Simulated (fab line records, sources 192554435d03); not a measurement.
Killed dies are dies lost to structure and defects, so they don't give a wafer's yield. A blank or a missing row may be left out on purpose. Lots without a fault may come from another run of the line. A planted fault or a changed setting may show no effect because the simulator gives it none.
Chamber matching | flow n5_finfet | N5_GATE_CUT_CMP_43 on cmp-02: 4 sister chambers
The step polishes SiO2. 4 wafers are shown with their chamber, then 12 later ones without.

WAFERS WITH THEIR CHAMBER
wafer  | chamber | motor_current_A (A)
L087.5 | 0       | 11.7
L087.6 | 1       | 10.8
L088.2 | 3       | 14.9
L088.6 | 2       | 10.8

WAFERS WITHOUT THEIR CHAMBER
wafer  | motor_current_A (A)
L090.2 | 15.1
L090.3 | 11.3
L090.4 | 11.0
L092.1 | 11.1
L092.3 | 10.6
L092.6 | 15.0
L096.1 | 10.5
L096.3 | 13.8
L096.5 | 14.9
L097.2 | 11.8
L097.3 | 10.8
L097.4 | 11.1

WHICH CHAMBER EACH WENT THROUGH
wafer  | from the rows above          | in truth
L090.2 | 3                            | 3
L090.3 | can't be placed: 0 or 1 or 2 | 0
L090.4 | can't be placed: 1 or 2 or 0 | 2
L092.1 | can't be placed: 1 or 2 or 0 | 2
L092.3 | can't be placed: 1 or 2      | 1
L092.6 | 3                            | 3
L096.1 | can't be placed: 1 or 2      | 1
L096.3 | 3                            | 3
L096.5 | 3                            | 3
L097.2 | 0                            | 0
L097.3 | can't be placed: 1 or 2      | 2
L097.4 | can't be placed: 1 or 2 or 0 | 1
Placed correctly: 5 of 12. Can't be placed from these rows: 7 (the true chamber is among the candidates in 7). Placed wrongly: 0.
How it was worked out, from the rows above alone: a wafer's distance from a chamber is the root of the sum, over the readings, of the square of ((its reading less the chamber's mean) divided by the reading's scatter). The wafer belongs to the nearest chamber; if the next one is less than 2 further off, it can't be placed. A chamber's mean is the mean of its shown wafers. The scatter: with one shown wafer a chamber, the root of the mean of the squares of how far each hidden wafer lies from its nearest shown one.
